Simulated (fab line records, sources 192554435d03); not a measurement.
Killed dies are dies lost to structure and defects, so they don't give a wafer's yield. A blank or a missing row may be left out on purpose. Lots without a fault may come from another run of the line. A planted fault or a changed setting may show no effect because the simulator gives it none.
A struck lot beside a sound one | flow n5_finfet | 24 steps out of a route of 1938
Sound: wafers L448.1, L448.3, L448.6. Struck: wafers L452.2, L452.5, L452.6. The cause comes at the end.
At each step with rows: each side's tool, then ch and its chambers, then its first start. Under that, the readings that differ: sound wafers | struck wafers | difference of the means | sigmas: that difference in standard deviations of wafers without a fault.
alike: readings whose means differ by less than 2 such deviations, and words and numbers that are the same on both sides. not compared: withheld readings, readings that some wafer has no value for, bounds like >300 that may hide the same value, and numbers for which the record gives no deviation and whose values overlap.
The two part at a step that has a row with sigmas, a row that says differs or no value, or rows on one side only. Numbers that don't overlap but have no deviation are shown without sigmas and don't part them. A reading that every wafer of one side lacks parts them only if that side has two wafers or more.

N5_BEOL_M10_THK_MEAS_53: measures by xrf.
  sound on film_metro-01, day 12 05:31; struck on film_metro-01, day 13 14:33
  alike: M10_THK
then, 1 step without rows for these wafers: N5_BEOL_M10_PRE_CLEAN_55 (time 15 s).
N5_BEOL_M10_DEP_56: deposits SiCN from 3MS/NH3, target thk 15 nm, time 26.5 s.
  sound on pecvd-03 ch 0,2, day 12 05:34; struck on pecvd-03 ch 0,1,2, day 13 14:37
  alike: showerhead_plenum_p_Torr, throttle_valve_pct
N5_BEOL_M10_RS_MEAS_57: measures by four-point-probe.
  sound on film_metro-02, day 12 05:38; struck on film_metro-02, day 13 14:41
  alike: M10_RS
N5_BEOL_M10_INSPECT_58: inspects for defects (darkfield).
  sound on defect_inspect-01, day 12 05:40; struck on defect_inspect-02, day 13 14:43
  alike: raw_defect_count
then, 1 step without rows for these wafers: N5_BEOL_M11_ILD_DEP_00 (deposits SiCOH lowk from DEMS/porogen, target thk 308.51 nm, time 58 s).
N5_BEOL_M11_CURE_71: cures SiCOH lowk, time 240 s.
  sound on uv_cure-01 ch 2, day 12 05:47; struck on uv_cure-01 ch 0, day 13 14:54
  alike: lamp_power_pct, wafer_temp_C_max
N5_BEOL_M11_THK_MEAS_01:
  sound on film_metro-01, day 12 06:18; struck on film_metro-02, day 13 15:20
  alike: M11_ILD_THK
then, 1 step without rows for these wafers: N5_BEOL_M11_PECVD_70 (deposits SiO2 from TEOS/O2, target thk 20 nm, time 22.7 s).
N5_BEOL_M11_HM_DEP_02: deposits TiN, target thk 20 nm.
  sound on pvd_sputter-02, day 12 07:18; struck on pvd_sputter-01, day 13 15:38
  reading                | sound          | struck         | difference | sigmas
  throttle_valve_pct (%) | 28.5 28.8 28.5 | 31.5 29.5 31.4 | +2.2       | +2
then, 2 steps without rows for these wafers: N5_BEOL_M11_COAT_59 (time 60 s, resist thk 100 nm); N5_BEOL_M11_COAT_60 (time 60 s, resist thk 30 nm).
N5_BEOL_M11_COAT_05: resist thk 90 nm.
  sound on litho_track-03 ch 0, day 12 07:26; struck on litho_track-03 ch 0, day 13 15:46
  reading                                       | sound                | struck               | difference | sigmas
  spin_speed_rpm (rpm)                          | 1499.8 1500.6 1499.8 | 1318.5 1317.7 1317.5 | -182.2     | -99 or more
  model.CAR-ArF_of_BEOL_M11_COAT_05.thk_nm (nm) | 89.8 89.8 89.8       | 95.6 95.6 95.6       | +5.8       |
  alike: chill_plate_temp_C
then, 5 steps without rows for these wafers: N5_BEOL_M11_EBR_07; N5_BEOL_M11_SOFTBAKE_06 (time 60 s); N5_BEOL_M11_EXPOSE_08 (exposes mask M11); N5_BEOL_M11_PEB_09 (peb time 60 s); N5_BEOL_M11_DEVELOP_10 (develop time 30 s).
N5_BEOL_M11_CD_MEAS_11: target cd 64.1 nm.
  sound on cd_sem-03 ch 0, day 12 07:48; struck on cd_sem-02 ch 0, day 13 16:01
  alike: cd_nm
N5_BEOL_M11_OVL_MEAS_12:
  sound on overlay-01 ch 0, day 12 07:50; struck on overlay-02 ch 0, day 13 16:02
  alike: M11_OVL
N5_BEOL_M11_INSPECT_13: inspects for defects (brightfield).
  sound on defect_inspect-02, day 12 07:51; struck on defect_inspect-01, day 13 16:04
  alike: raw_defect_count
N5_BEOL_M11_DESCUM_16: chemistry O2, time 7.9 s.
  sound on rie_diel-01 ch 1,3, day 12 07:53; struck on rie_diel-01 ch 1,2,3, day 13 16:06
  alike: drypump_motor_current_A, oes_product_au, rf_vpp_V, showerhead_plenum_p_Torr, throttle_valve_pct
  not compared: rf_hours_counter_h
N5_BEOL_M11_ETCH_61: etches SiARC in CF4, target depth 39 nm, time 65 s.
  sound on rie_diel-01 ch 1,3, day 12 07:55; struck on rie_diel-01 ch 1,2,3, day 13 16:08
  reading                                       | sound        | struck   | difference | sigmas
  model.CAR-ArF_of_BEOL_M11_COAT_05.thk_nm (nm) | 55 55.2 55.2 | 61 61 61 | +6         |
  alike: drypump_motor_current_A, etch_rf_on_time_s, oes_product_au, rf_vpp_V, showerhead_plenum_p_Torr, throttle_valve_pct
  not compared: rf_hours_counter_h
N5_BEOL_M11_ETCH_62: etches SOC in N2/H2, target depth 110 nm, overetch 22 nm, time 165 s.
  sound on rie_diel-01 ch 1,3, day 12 07:58; struck on rie_diel-01 ch 1,2,3, day 13 16:11
  alike: drypump_motor_current_A, oes_product_au, rf_vpp_V, showerhead_plenum_p_Torr, throttle_valve_pct
  not compared: rf_hours_counter_h

WHERE THEY PART
First at N5_BEOL_M11_HM_DEP_02; last, within this record, at N5_BEOL_M11_COAT_05. Later steps at which nothing parts them and some readings are alike: N5_BEOL_M11_CD_MEAS_11, N5_BEOL_M11_OVL_MEAS_12, N5_BEOL_M11_INSPECT_13, N5_BEOL_M11_DESCUM_16, N5_BEOL_M11_ETCH_61, N5_BEOL_M11_ETCH_62.

WHY: what the simulator had put in
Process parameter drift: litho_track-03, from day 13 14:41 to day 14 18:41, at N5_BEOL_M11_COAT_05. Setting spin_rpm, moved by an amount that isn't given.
